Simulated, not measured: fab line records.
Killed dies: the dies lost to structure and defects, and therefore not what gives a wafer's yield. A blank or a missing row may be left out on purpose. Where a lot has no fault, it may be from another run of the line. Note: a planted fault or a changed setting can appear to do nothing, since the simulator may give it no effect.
Matching of chambers	flow n5Finfet	4 sister chambers for N5_BEOL_M8_STRIP_67 on rieDiel-06
The step strips in CF4. 4 wafers are shown with their chamber, then 10 later ones without.

## WAFERS PAIRED WITH THEIR CHAMBERS
wafer	chamber	drypumpMotorCurrentA (A)
L081.2	0	5.3
L084.1	1	6.6
L085.2	3	5.2
L085.5	2	5.4

## WAFERS WITH NO CHAMBER GIVEN
wafer	drypumpMotorCurrentA (A)
L085.6	5.1
L089.4	5.4
L089.5	6.7
L089.6	5.3
L090.3	5.2
L090.5	5.4
L090.6	6.7
L097.1	5.1
L097.3	6.6
L097.5	5.3

## THE CHAMBER EACH PASSED THROUGH
wafer	from the rows above	in truth
L085.6	can't be placed: 3 or 0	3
L089.4	can't be placed: 2 or 0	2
L089.5	1	1
L089.6	can't be placed: 0 or 3 or 2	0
L090.3	can't be placed: 3 or 0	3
L090.5	can't be placed: 2 or 0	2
L090.6	1	1
L097.1	can't be placed: 3 or 0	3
L097.3	1	1
L097.5	can't be placed: 0 or 3 or 2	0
Correct placement for 3 of the 10. Not placeable from these rows: 7 (in 7, the candidates include the true chamber). Wrongly placed: 0.
How it was worked out, from the rows above alone: a wafer's distance from a chamber is the root of the sum, over the readings, of the square of ((its reading less the chamber's mean) divided by the reading's scatter). The wafer belongs to the nearest chamber; if the next one is less than 2 further off, it can't be placed. Each chamber's mean is taken over the wafers shown for it. The scatter: root of mean squared gap, hidden wafer to nearest shown wafer, with one shown wafer a chamber.
